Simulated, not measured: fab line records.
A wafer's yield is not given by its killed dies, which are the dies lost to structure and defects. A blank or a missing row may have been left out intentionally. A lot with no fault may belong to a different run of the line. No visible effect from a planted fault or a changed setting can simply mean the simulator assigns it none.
Matching of chambers :: flow nand_harc :: 4 sister chambers for NHARC_P_CONTACT_ALD_22 on ald_metal-03
The step deposits TiN, target thk 3 nm, pulse time 1 s, ald cycles 150. 8 wafers are shown with their chamber, then 12 later ones without.

WAFERS, EACH WITH ITS CHAMBER
wafer: L081.5
chamber: 0
heater_power_w (W): 1222
precursor_pulse_height_rel: 0.988

wafer: L085.4
chamber: 1
heater_power_w (W): 1065
precursor_pulse_height_rel: 1.023

wafer: L086.6
chamber: 1
heater_power_w (W): 1051
precursor_pulse_height_rel: 1.001

wafer: L087.4
chamber: 3
heater_power_w (W): 1179
precursor_pulse_height_rel: 1.033

wafer: L087.6
chamber: 2
heater_power_w (W): 1092
precursor_pulse_height_rel: 0.996

wafer: L089.3
chamber: 2
heater_power_w (W): 1102
precursor_pulse_height_rel: 1.006

wafer: L089.5
chamber: 0
heater_power_w (W): 1152
precursor_pulse_height_rel: 1.001

wafer: L089.6
chamber: 3
heater_power_w (W): 1176
precursor_pulse_height_rel: 0.988

WAFERS MISSING THEIR CHAMBER
wafer: L092.2
heater_power_w (W): 1043
precursor_pulse_height_rel: 0.961

wafer: L092.4
heater_power_w (W): 1113
precursor_pulse_height_rel: 0.979

wafer: L092.5
heater_power_w (W): 1168
precursor_pulse_height_rel: 0.986

wafer: L095.4
heater_power_w (W): 1156
precursor_pulse_height_rel: 1.013

wafer: L095.5
heater_power_w (W): 1107
precursor_pulse_height_rel: 0.974

wafer: L095.6
heater_power_w (W): 1062
precursor_pulse_height_rel: 1.034

wafer: L096.1
heater_power_w (W): 1040
precursor_pulse_height_rel: 1.025

wafer: L096.2
heater_power_w (W): 1173
precursor_pulse_height_rel: 1.019

wafer: L096.4
heater_power_w (W): 1190
precursor_pulse_height_rel: 0.986

wafer: L097.1
heater_power_w (W): 1141
precursor_pulse_height_rel: 0.993

wafer: L097.3
heater_power_w (W): 1108
precursor_pulse_height_rel: 1.024

wafer: L097.5
heater_power_w (W): 1189
precursor_pulse_height_rel: 0.995

EACH ONE'S CHAMBER
wafer: L092.2
from the rows above: can't be placed: 1 or 2
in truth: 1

wafer: L092.4
from the rows above: can't be placed: 2 or 1 or 0 or 3
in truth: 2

wafer: L092.5
from the rows above: can't be placed: 0 or 3
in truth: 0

wafer: L095.4
from the rows above: can't be placed: 3 or 0 or 2
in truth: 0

wafer: L095.5
from the rows above: can't be placed: 2 or 1 or 0 or 3
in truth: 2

wafer: L095.6
from the rows above: can't be placed: 1 or 2
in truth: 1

wafer: L096.1
from the rows above: can't be placed: 1 or 2
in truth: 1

wafer: L096.2
from the rows above: can't be placed: 3 or 0
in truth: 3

wafer: L096.4
from the rows above: can't be placed: 0 or 3
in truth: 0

wafer: L097.1
from the rows above: can't be placed: 3 or 2 or 0 or 1
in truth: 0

wafer: L097.3
from the rows above: can't be placed: 2 or 1 or 3
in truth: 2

wafer: L097.5
from the rows above: can't be placed: 0 or 3
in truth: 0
Placed correctly: 0 of 12. Cannot be placed on the basis of these rows: 12; the candidates contain the true chamber in 12. Placed wrongly: 0.
How it was worked out, from the rows above alone: a wafer's distance from a chamber is the root of the sum, over the readings, of the square of ((its reading less the chamber's mean) divided by the reading's scatter). The wafer belongs to the nearest chamber; if the next one is less than 2 further off, it can't be placed. Each chamber's mean is taken over the wafers shown for it. The scatter: take each reading less its chamber's mean, square it, sum over the shown wafers, divide by the number of wafers less the number of chambers, and take the root.
